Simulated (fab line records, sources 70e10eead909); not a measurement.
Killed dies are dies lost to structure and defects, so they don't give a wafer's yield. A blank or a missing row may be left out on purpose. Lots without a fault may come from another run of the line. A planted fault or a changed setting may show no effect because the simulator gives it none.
A struck lot beside a sound one | flow nand_harc | 13 steps out of a route of 1302
Sound: wafers L400.2, L400.3, L400.4. Struck: wafer L393.4. (L393.3, L393.5 of the same lot were not struck and are left out.) The cause comes at the end.
At each step with rows: each side's tool, then ch and its chambers, then its first start. Under that, the readings that differ: sound wafers | struck wafers | difference of the means | sigmas: that difference in standard deviations of wafers without a fault.
alike: readings whose means differ by less than 2 such deviations, and words and numbers that are the same on both sides. not compared: withheld readings, readings that some wafer has no value for, bounds like >300 that may hide the same value, and numbers for which the record gives no deviation and whose values overlap.
The two part at a step that has a row with sigmas, a row that says differs or no value, or rows on one side only. Numbers that don't overlap but have no deviation are shown without sigmas and don't part them. A reading that every wafer of one side lacks parts them only if that side has two wafers or more.

first, 1 step without rows for these wafers: NHARC_A_SLIT_SRD_20.
NHARC_A_SLIT_CD_MEAS_21:
  sound on cd_sem-03, day 25 22:18; struck on cd_sem-02, day 24 00:30
  reading    | sound             | struck | difference | sigmas
  cd_nm (nm) | 287.9 289.5 288.7 | 290.9  | +2.2       | +2
then, 3 steps without rows for these wafers: NHARC_A_SIN_REMOVE_WET_00 (chemistry H3PO4, time 15300 s); NHARC_A_SIN_REMOVE_PRECLEAN_01 (cleans in SC1); NHARC_A_SIN_REMOVE_SRD_02.
NHARC_A_SIN_REMOVE_INSPECT_04:
  sound on defect_inspect-01, day 26 04:09; struck on defect_inspect-02, day 24 07:06
  alike: raw_defect_count
NHARC_A_WL_FILL_ALD_00: deposits Al2O3, target thk 3 nm, pulse time 3 s, ald cycles 30.
  sound on ald_hk-04 ch 0,1,2, day 26 04:13; struck on ald_hk-02 ch 3, day 24 07:10
  alike: heater_power_w, precursor_pulse_height_rel
NHARC_A_WL_FILL_RTA_01: time 5 s.
  sound on rtp_anneal-01 ch 0, day 26 04:31; struck on rtp_anneal-01 ch 0, day 24 07:29
  alike: anneal_temp_c_max, lamp_power_pct, lamp_zone_2_pct, lamp_zone_4_pct, wafer_temp_C_max
NHARC_A_WL_FILL_ALD_02: deposits TiN, target thk 2 nm, pulse time 3 s, ald cycles 100.
  sound on ald_metal-02 ch 1,2,3, day 26 04:42; struck on ald_metal-03 ch 3, day 24 07:38
  reading                    | sound             | struck | difference | sigmas
  precursor_pulse_height_rel | 0.984 0.980 0.979 | 1.049  | +0.068     | +3
  alike: heater_power_w
NHARC_A_WL_FILL_CVD_03: deposits W, target thk 40 nm, time 279 s.
  sound on cvd_w-01 ch 0,1, day 26 05:11; struck on cvd_w-01 ch 1, day 24 08:11
  alike: chamber_pressure_Torr, heater_power_w, mfc_ar_sccm, mfc_wf6_sccm, throttle_valve_pct
NHARC_A_WL_FILL_ETCHBACK_04: etches the open film in NF3, target depth 60 nm, time 120 s.
  sound on rie_metal-01 ch 1, day 26 05:36; struck on rie_metal-03 ch 0, day 24 08:33
  reading          | sound             | struck | difference | sigmas
  run_length_s (s) | 141.5 140.9 141.4 | 94.6   | -46.7      | -99 or more
  alike: drypump_motor_current_A, oes_product_au
  not compared: rf_hours_counter_h
NHARC_A_WL_FILL_ETCHBACK_05: etches the open film in Cl2/BCl3, target depth 22 nm, time 60 s.
  sound on rie_metal-01 ch 1, day 26 06:07; struck on rie_metal-03 ch 0, day 24 08:45
  reading    | sound             | struck | difference | sigmas
  temp_c (C) | 39.95 40.08 40.17 | 39.76  | -0.31      | -3
  alike: drypump_motor_current_A, oes_product_au, run_length_s
  not compared: rf_hours_counter_h
-- the record jumps here: 4 days lie between the struck wafers' starts before and after (it left off in module A_WL_FILL and takes up again in module END, whose first step shown is number 1302 of the route) --
NHARC_END_SORT_01:
  the record has rows for the struck wafers here (prober-02 ch 0, day 28 08:17) and none for the sound ones

WHERE THEY PART
First at NHARC_A_SLIT_CD_MEAS_21; last, within this record, at NHARC_END_SORT_01.

WHY: what the simulator had put in
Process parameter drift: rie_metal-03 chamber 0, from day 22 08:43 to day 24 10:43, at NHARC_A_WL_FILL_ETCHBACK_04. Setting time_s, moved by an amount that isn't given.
